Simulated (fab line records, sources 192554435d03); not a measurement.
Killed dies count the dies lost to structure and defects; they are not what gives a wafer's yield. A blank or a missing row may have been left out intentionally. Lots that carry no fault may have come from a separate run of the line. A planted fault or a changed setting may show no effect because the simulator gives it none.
8D (eight disciplines) problem report, filled in by code / flow n5Finfet / the parts of the form that need people (team, actions taken, sign-off) are left out

## 1. THE ISSUE
timeToEndpointS at N5_STI_FIN_REVEAL_CMP_04 reads a mean of 56 s on 3 wafers of 3 lots; wafers without a fault read 104 s with a standard deviation of 6. Measured from the usual mean, that is -8.1 standard deviations.
The step: polishes, stops on Si3N4, t overpolish 4 s, target thk 131.83 nm.
First observed at day 5 05:14: wafer L876.6, on cmp-04. Wafers with a number at this step in the record: 27, from 10 lots. The rule behind "out" and "out of limits": a value lying over 4 standard deviations away from the usual mean. Any other wafer with a number is counted as sound.

## 2. WHAT IT IS AND WHAT IT IS NOT
question=which readings at this step | is=timeToEndpointS | is not=motorCurrentA, overpolishRunS
question=which lots | is=L876, L878, L882 | is not=L866, L869, L872, L874, L885, L887, L888
question=which wafers of those lots | is=L876.6, L878.6, L882.6 | is not=L876.3, L878.2, L882.3
question=read on which tools | is=cmp-04 | is not=cmp-02, cmp-03
question=when | is=from day 5 05:14 | is not=up to then (13 sound wafers); but 11 sound wafers of L878, L882, L885, L887, L888 came after

## 3. THE SUSPECTS, EACH WITH WHAT RULES IT OUT
Counting: if a tool at a process step up to the reading ran every lot that is out, it stays a suspect. Sound lots after the first of them don't rule it out here, since some wafers of a struck lot are sound.
- rieDiel-02 at N5_FIN_CUT_ETCH_20 (etches SiARC in CF4, target depth 26 nm, time 43.3 s): kept. It ran every lot that is out, first L876 (day 4 23:14); its last sound lot up to then is L872 (day 3 21:07).
- cmp-04 at N5_STI_FIN_REVEAL_CMP_04 (polishes, stops on Si3N4, t overpolish 4 s, target thk 131.83 nm): kept. It ran every lot that is out, first L876 (day 5 05:14); its last sound lot up to then is L874 (day 4 14:52). Its own readings are out on those wafers: timeToEndpointS.
What counting leaves: rieDiel-02 at N5_FIN_CUT_ETCH_20 and cmp-04 at N5_STI_FIN_REVEAL_CMP_04.

## 4. THE CAUSE (what the simulator had put in)
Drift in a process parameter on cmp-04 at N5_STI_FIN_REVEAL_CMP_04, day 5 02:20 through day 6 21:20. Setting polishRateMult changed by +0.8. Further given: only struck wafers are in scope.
Counting leaves 2 suspects; this tool is one of them.

## 5. THE CHAIN OF EFFECTS, in route order
Rows list readings where the struck wafers' mean (over those with a number) sits beyond 3 standard deviations from the usual. Readings are gone through only where the record gives a usual standard deviation; hours: the median, over the lots, of the time from a lot's start at the first step in this table giving one to that lot's start at this step; sigmas: the change measured in usual standard deviations.
hours=0; step=N5_STI_FIN_REVEAL_CMP_04; reading=timeToEndpointS; usual=104 s; on struck wafers=56; change=-48; sigmas=-8.1
It contains these process steps:
- N5_STI_FIN_REVEAL_CMP_04: polishes, stops on Si3N4, t overpolish 4 s, target thk 131.83 nm.
Later steps that measure or inspect, where all struck wafers having a row at the step show a number for every such reading and not one has moved that far: N5_STI_FIN_REVEAL_THK_MEAS_05, N5_BEOL_M4_RC_MEAS_101.

## 6. WHAT WOULD HAVE CAUGHT IT SOONER
The fault began at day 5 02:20; the first out-of-limits reading in this record came at day 5 05:14, 3 hours later.
